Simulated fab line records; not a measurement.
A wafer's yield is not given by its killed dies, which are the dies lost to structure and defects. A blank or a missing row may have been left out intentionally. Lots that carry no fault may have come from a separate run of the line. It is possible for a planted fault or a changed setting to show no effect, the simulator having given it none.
Chamber matching    flow nand_harc    NHARC_P_M0_DEP_32 on pecvd-01 has 3 sister chambers
The step deposits SiCN, target thk 30 nm. 6 wafers are shown with their chamber, then 9 later ones without.

## EACH WAFER AND ITS CHAMBER
wafer   chamber  heater_power_w (W)  rf_fwd_power_W (W)
L084.2  0        540                 449.9
L085.4  2        565                 449.4
L085.6  0        524                 448.2
L086.2  2        615                 446.6
L086.3  1        573                 448.7
L086.6  1        564                 450.3

## WAFERS WITH NO CHAMBER GIVEN
wafer   heater_power_w (W)  rf_fwd_power_W (W)
L089.2  528                 447.3
L089.4  528                 448.2
L089.5  533                 450.6
L090.2  547                 448.4
L090.5  552                 449.0
L090.6  607                 450.9
L091.2  604                 447.6
L091.3  577                 448.5
L091.6  514                 447.2

## WHICH CHAMBER EACH ONE RAN IN
wafer   from the rows above           in truth
L089.2  can't be placed: 0 or 1 or 2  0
L089.4  can't be placed: 0 or 1       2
L089.5  can't be placed: 0 or 1       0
L090.2  can't be placed: 0 or 1 or 2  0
L090.5  can't be placed: 1 or 0 or 2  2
L090.6  can't be placed: 1 or 2 or 0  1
L091.2  can't be placed: 2 or 1       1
L091.3  can't be placed: 2 or 1 or 0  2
L091.6  can't be placed: 0 or 1       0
Correctly placed: 0 of 9. From these rows, 9 cannot be placed; in 8 the true chamber is one of the candidates. Placed wrongly: 0.
How it was worked out, from the rows above alone: a wafer's distance from a chamber is the root of the sum, over the readings, of the square of ((its reading less the chamber's mean) divided by the reading's scatter). The wafer belongs to the nearest chamber; if the next one is less than 2 further off, it can't be placed. The mean given for a chamber averages the wafers shown for that chamber. The scatter: take each reading less its chamber's mean, square it, sum over the shown wafers, divide by the number of wafers less the number of chambers, and take the root.
